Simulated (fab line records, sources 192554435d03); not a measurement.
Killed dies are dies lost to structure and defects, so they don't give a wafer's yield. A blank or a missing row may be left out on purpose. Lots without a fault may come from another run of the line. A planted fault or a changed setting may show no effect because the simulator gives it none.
fab line records | flow n5_finfet
record lots=6 wafers=18 last_day=17
route steps=1938 shown SPACER0@258 SD_EPI_N@262 BEOL_M4@1111 PASSIVATION@1936
lots that met no fault: from a run of the same line without faults
start_h: hours from the record's first day to the start of the lot's first wafer shown | wait_h: hours since the lot's step before | " the same as in the row above | L1.1+2: a row that stands for several wafers | - no value, or no start given | * or withheld: withheld | < > ~ a bound
route shown NAME@n: a module of which the file shows steps, and the number in the route of the first | usual: mean/standard deviation of fault-free wafers | same: alike in all rows | chamber/n: place in a boat | sites: the reading at each site | _std_site: their standard deviation | _edge_site: outer sites' mean less inner sites' | radius_mm: how far each site lies from the wafer's centre | mask NAME#n: copy n | behind: the tool/chamber that last shaped the wafer | hold: why the lot was held/for how many hours/how that ended | device: the transistor (n, p or np) that didn't switch | end of line: the same wafers' tests at the end of the route | a step without rows: its recipe alone | killed: dies lost to structure and defects at the first sort, not the wafer's yield | map: a wafer's dies, x killed, . not, _ none there
set.NAME: the setting as run; set.NAME@STEP: as run at that earlier step | model.NAME: the simulator's own value behind a step, which no gauge read
lots at some steps of the route; a table a step, a row a wafer
services: from which hour (start_h, from the record's first day; less than 0 if before it) a tool's chamber was out of use, for how many hours, and why
## steps
# step N5_SPACER0_ALD_07
# recipe material=SiNx target_thk_a=20 temp_c=400 ald_precursor_family=SiH2I2 ald_co_reactant=N2/H2-plasma pressure_torr=2
# usual heater_power_w=812/76
# columns lot.wafer tool chamber start_h wait_h heater_power_w
L223.4 ald_sin-01 3 48.13 0.0 913
L223.5 " 0 " " 795
L223.6 " 3 " " 920
L235.3 ald_sin-03 0 121.39 0.0 764
L235.5 " 0 " " 766
L235.6 " 1 " " 692
L238.3 ald_sin-04 1 137.24 0.0 846
L238.5 " 3 " " 837
L238.6 " 2 " " 1022
L240.1 ald_sin-03 0 150.79 0.0 764
L240.4 " 2 " " 850
L240.6 " 2 " " 840
L241.1 ald_sin-01 3 160.09 0.0 935
L241.5 " 3 " " 934
L241.6 " 2 " " 854
L246.2 ald_sin-03 2 186.91 1.3 863
L246.4 " 3 " " 773
L246.6 " 2 " " 874
# step N5_SPACER0_ALD_00
# recipe material=SiOCN target_thk_a=35 temp_c=400 ald_precursor_family=alkyl-aminosilane ald_co_reactant=O2/N2-plasma pulse_time_s=3 purge_time_s=2 co_reactant_purge_time_s=2 ald_cycles=58 pressure_torr=2
# usual heater_power_w=812/77 precursor_pulse_height_rel=0.999/0.019
# columns lot.wafer tool chamber start_h wait_h heater_power_w precursor_pulse_height_rel
L223.4 ald_sin-01 3 48.28 0.1 936 0.997
L223.5 " 0 " " 798 0.986
L223.6 " 3 " " 926 0.980
L235.3 ald_sin-03 0 121.54 0.1 765 0.951
L235.5 " 0 " " 748 1.021
L235.6 " 1 " " 698 0.969
L238.3 ald_sin-04 1 137.39 0.1 835 0.979
L238.5 " 3 " " 836 0.995
L238.6 " 2 " " 1018 1.004
L240.1 ald_sin-03 0 150.94 0.1 776 0.979
L240.4 " 2 " " 845 0.990
L240.6 " 2 " " 862 0.990
L241.1 ald_sin-01 3 160.24 0.1 932 1.004
L241.5 " 3 " " 932 1.031
L241.6 " 2 " " 844 0.998
L246.2 ald_sin-03 2 187.06 0.1 857 0.994
L246.4 " 3 " " 780 1.002
L246.6 " 2 " " 859 0.997
# step N5_SPACER0_ALD_08
# recipe material=SiNx target_thk_a=20 temp_c=400 ald_precursor_family=SiH2I2 ald_co_reactant=N2/H2-plasma pressure_torr=2
# usual heater_power_w=812/76
# columns lot.wafer tool chamber start_h wait_h heater_power_w
L223.4 ald_sin-01 3 48.54 0.1 903
L223.5 " 0 " " 802
L223.6 " 3 " " 940
L235.3 ald_sin-03 0 121.80 0.1 759
L235.5 " 0 " " 763
L235.6 " 1 " " 688
L238.3 ald_sin-04 1 137.65 0.1 858
L238.5 " 3 " " 852
L238.6 " 2 " " 1009
L240.1 ald_sin-03 0 151.20 0.1 760
L240.4 " 2 " " 874
L240.6 " 2 " " 856
L241.1 ald_sin-01 3 160.50 0.1 942
L241.5 " 3 " " 944
L241.6 " 2 " " 856
L246.2 ald_sin-03 2 187.32 0.1 843
L246.4 " 3 " " 767
L246.6 " 2 " " 865
# step N5_SPACER0_INSPECT_04
# recipe inspect_instrument=darkfield mode=post_dep
# usual raw_defect_count=132/27
# columns lot.wafer tool chamber start_h wait_h raw_defect_count
L223.4 defect_inspect-01 - 48.70 0.1 142
L223.5 " - " " 97
L223.6 " - " " 157
L235.3 defect_inspect-01 - 121.96 0.1 138
L235.5 " - " " 170
L235.6 " - " " 186
L238.3 defect_inspect-02 - 137.81 0.1 140
L238.5 " - " " 151
L238.6 " - " " 108
L240.1 defect_inspect-01 - 151.36 0.1 135
L240.4 " - " " 120
L240.6 " - " " 143
L241.1 defect_inspect-01 - 160.65 0.1 143
L241.5 " - " " 148
L241.6 " - " " 165
L246.2 defect_inspect-02 - 187.47 0.1 110
L246.4 " - " " 111
L246.6 " - " " 179
# step N5_SD_EPI_N_COAT_32
# recipe resist=SOC temp_c=250 time_s=60 spin_rpm=1500 resist_thk_nm=350
# step N5_SD_EPI_N_COAT_33
# recipe resist=SiARC temp_c=220 time_s=60 spin_rpm=1500 resist_thk_nm=35
# step N5_SD_EPI_N_COAT_03
# recipe resist=CAR-ArF-block spin_rpm=1500 resist_thk_nm=150
# step N5_SD_EPI_N_EBR_05
# recipe solvent=PGMEA ebr_width_mm=1.5
# step N5_SD_EPI_N_SOFTBAKE_04
# recipe temp_c=110 time_s=60 resist=CAR-ArF-block
# step N5_SD_EPI_N_EXPOSE_06
# recipe mask_id=SD_N_BLK na=1.35 source_shape=conventional sigma_outer=0.8 polarization=unpolarized target_cd_nm=120 dose_mj=39.75
# step N5_SD_EPI_N_PEB_07
# recipe peb_temp_c=110 peb_time_s=60 resist=CAR-ArF-block
# step N5_SD_EPI_N_DEVELOP_08
# recipe develop_time_s=30 developer=TMAH resist=CAR-ArF-block dev_temp_c=23 rinse_liquid=diw dry=air_spin
# step N5_SD_EPI_N_CD_MEAS_09
# recipe target_cd_nm=120 landing_energy_ev=500 detector=se_inlens
# usual cd_nm=120.1/0.61
# columns lot.wafer tool chamber start_h wait_h cd_nm
L223.4 cd_sem-01 0 49.10 - 119.9
L223.5 " 0 " " 119.8
L223.6 " 0 " " 119.9
L235.3 cd_sem-01 0 122.36 - 123.9
L235.5 " 0 " " 123.7
L235.6 " 0 " " 123.7
L238.3 cd_sem-01 0 138.21 - 122.7
L238.5 " 0 " " 122.9
L238.6 " 0 " " 121.8
L240.1 cd_sem-03 0 151.76 - 120.2
L240.4 " 0 " " 119.9
L240.6 " 0 " " 120.7
L241.1 cd_sem-03 0 160.93 - 119.9
L241.5 " 0 " " 120.5
L241.6 " 0 " " 120.0
L246.2 cd_sem-02 0 187.87 - 120.6
L246.4 " 0 " " 119.6
L246.6 " 0 " " 118.8
# step N5_SD_EPI_N_OVL_MEAS_10
# recipe points_per_wafer=44
# usual SD_N_BLK_OVL=0.1/0.67
# columns lot.wafer tool chamber start_h wait_h SD_N_BLK_OVL[nm]
L223.4 overlay-01 0 49.13 0.0 -0.6
L223.5 " 0 " " -0.6
L223.6 " 0 " " -0.8
L235.3 overlay-02 0 122.38 0.0 1.0
L235.5 " 0 " " -0.1
L235.6 " 0 " " 0.7
L238.3 overlay-02 0 138.23 0.0 0.5
L238.5 " 0 " " -0.6
L238.6 " 0 " " 0.2
L240.1 overlay-01 0 151.79 0.0 -1.1
L240.4 " 0 " " -1.5
L240.6 " 0 " " 0.4
L241.1 overlay-01 0 160.96 0.0 0.1
L241.5 " 0 " " -0.1
L241.6 " 0 " " 0.6
L246.2 overlay-02 0 187.90 0.0 0.1
L246.4 " 0 " " 1.2
L246.6 " 0 " " 0.6
# step N5_BEOL_M4_RC_MEAS_101
# usual DIBL_N=36.0/1.7 DIBL_P=35.8/2 IOFF_N=0.15/0.03 IOFF_P=0.20/0.037 ION_N=670/12 ION_P=460/7.2 SS_N=71.5/0.68 SS_P=73.2/0.65 VT_N=250/3.1 VT_P=-251/3.4
# columns lot.wafer tool chamber start_h wait_h DIBL_N[mV/V] DIBL_P[mV/V] IOFF_N[nA/um] IOFF_P[nA/um] ION_N[uA/um] ION_P[uA/um] SS_N[mV/dec] SS_P[mV/dec] VT_N[mV] VT_P[mV]
L223.4 prober-01 0 178.56 0.5 37.1 37.2 0.18 0.23 689 468 71.3 73.4 246 -247
L223.5 " 0 " " 37.3 37.3 0.18 0.23 673 456 71.4 73.2 249 -250
L223.6 " 0 " " 37.1 37.4 0.19 0.25 684 471 71.3 73.9 245 -249
L235.3 prober-02 0 238.27 0.3 32.0 32.3 0.10 0.14 645 450 70.2 71.9 255 -254
L235.5 " 0 " " 35.3 35.9 0.14 0.20 657 455 71.6 72.8 252 -251
L235.6 " 0 " " 35.1 35.4 0.15 0.19 677 462 71.1 73.1 248 -253
L241.1 prober-01 0 274.39 0.0 36.4 38.1 0.17 0.19 674 454 71.5 73.0 248 -254
L241.5 " 0 " " 34.4 34.9 0.14 0.15 658 448 70.8 72.8 253 -256
L241.6 " 0 " " 33.5 34.8 0.11 0.15 668 452 70.2 73.1 256 -256
L240.1 prober-02 0 281.94 0.0 33.0 31.7 0.11 0.16 661 464 70.7 71.9 253 -251
L240.4 " 0 " " 34.2 32.2 0.12 0.16 659 452 70.9 72.3 256 -252
L240.6 " 0 " " 34.5 33.0 0.12 0.18 661 463 71.3 72.0 254 -250
L238.3 prober-01 0 281.96 0.3 34.1 33.9 0.12 0.18 660 455 71.3 72.6 256 -253
L238.5 " 0 " " 36.1 34.5 0.15 0.19 652 450 72.0 73.0 251 -251
L238.6 " 0 " " 34.4 34.4 0.14 0.19 680 468 70.8 73.3 250 -251
L246.2 prober-02 0 317.27 0.2 36.1 36.7 0.16 0.20 684 453 71.5 73.2 248 -252
L246.4 " 0 " " 36.6 37.8 0.17 0.21 673 458 72.2 73.5 249 -253
L246.6 " 0 " " 36.3 37.6 0.16 0.21 674 459 70.7 73.5 248 -250
# step N5_PASSIVATION_PROBE_49
# usual defect_limited_yield=91.4/1.5 killed_at_M0_to_M3=32/9.8 killed_at_M4_up=15/5.6 killed_at_contacts=12/5.4 killed_at_front_end=40/13 killed_at_other=3.0/2.1 killed_dies=102/17 killed_open=67/13 killed_short=32/7.1 sort_bin_5_function=5.1/0.96 sort_bin_6_memory=3.2/0.7 sort_n_pass=1078/18 sort_yield_pct=91.3/1.5
# same gross_dies=1180 killed_at_back_side=0 sort_bin_4_leakage[%]=0 sort_bin_8_speed[%]=0
# columns lot.wafer tool chamber start_h wait_h defect_limited_yield[%] killed_at_M0_to_M3 killed_at_M4_up killed_at_contacts killed_at_front_end killed_at_other killed_dies killed_open killed_short sort_bin_5_function[%] sort_bin_6_memory[%] sort_n_pass sort_yield_pct[%]
L238.3 prober-02 - 384.48 0.1 88.9 48 14 16 47 6 131 91 38 6.4 4.4 1049 88.9
L238.5 prober-02 - 384.58 0.2 90.9 30 19 10 45 3 107 76 22 5.6 2.7 1073 90.9
L238.6 prober-02 - 384.63 0.3 90.0 40 26 16 35 1 118 84 33 6.3 3.7 1062 90.0
# killed by level:class
L238.3 BEOL_M3:geometric_particle:open=15 MOL_CONTACT_COAG:geometric_particle:open=12 STI_FIN_REVEAL:geometric_particle:open=10 BEOL_M2:geometric_particle:open=9 BEOL_M4:geometric_particle:open=9 DUMMY_GATE:geometric_particle:open=8 FIN_SAQP:geometric_particle:short=6 BEOL_M0_SAQP:geometric_particle:short=6
L238.5 BEOL_M4:geometric_particle:open=14 STI_FIN_REVEAL:geometric_particle:open=13 BEOL_M3:geometric_particle:open=11 MOL_CONTACT_COAG:geometric_particle:open=10 DUMMY_GATE:geometric_particle:open=9 BEOL_M0_SAQP:geometric_particle:short=7 HKMG_FIN:area_etch=6 GATE_CUT:geometric_particle:short=4
L238.6 BEOL_M4:geometric_particle:open=19 MOL_CONTACT_COAG:geometric_particle:open=12 BEOL_M0_SAQP:geometric_particle:open=9 STI_FIN_REVEAL:geometric_particle:open=9 BEOL_M3:geometric_particle:open=8 BEOL_M0_SAQP:geometric_particle:short=7 BEOL_M1:geometric_particle:open=5 FIN_SAQP:geometric_particle:short=4
## services
# columns tool chamber start_h hours kind
ald_sin-04 3 39.80 5.3 repair
ald_sin-03 - 50.67 1.9 repair
ald_sin-04 2 55.56 4.5 repair
ald_sin-01 - 67.47 2.4 repair
ald_sin-04 - 76.34 1.2 repair
ald_sin-01 3 76.89 15.8 repair
ald_sin-03 - 85.83 14.0 pm
ald_sin-03 0 85.83 14.0 vent_cycle
ald_sin-03 1 85.83 14.0 vent_cycle
ald_sin-03 2 85.83 14.0 vent_cycle
ald_sin-03 3 85.83 58.5 vent_cycle
ald_sin-03 0 99.83 - clean
ald_sin-03 1 99.83 - clean
ald_sin-03 2 99.83 - clean
ald_sin-03 - 120.46 0.7 repair
ald_sin-04 - 176.97 14.0 pm
ald_sin-04 0 176.97 14.0 vent_cycle
ald_sin-04 1 176.97 14.0 vent_cycle
ald_sin-04 2 176.97 14.0 vent_cycle
ald_sin-04 3 176.97 14.0 vent_cycle
ald_sin-01 2 178.59 52.7 repair
## key
first_sign step=N5_SD_EPI_N_CD_MEAS_09 reading=cd_nm direction=up sigmas=4.9 usual=120.1 struck=123.1
effect none on later readings
met_at N5_SD_EPI_N_CD_MEAS_09
struck_wafers L235.3,L235.5,L235.6,L238.3,L238.5,L238.6
onset_between 49.10 122.36
fault kind=metrology_matching_offset tool=cd_sem-01 chamber=- onset_h=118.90 steps=N5_SD_EPI_N_CD_MEAS_09 param=cd_nm offset=2.5845
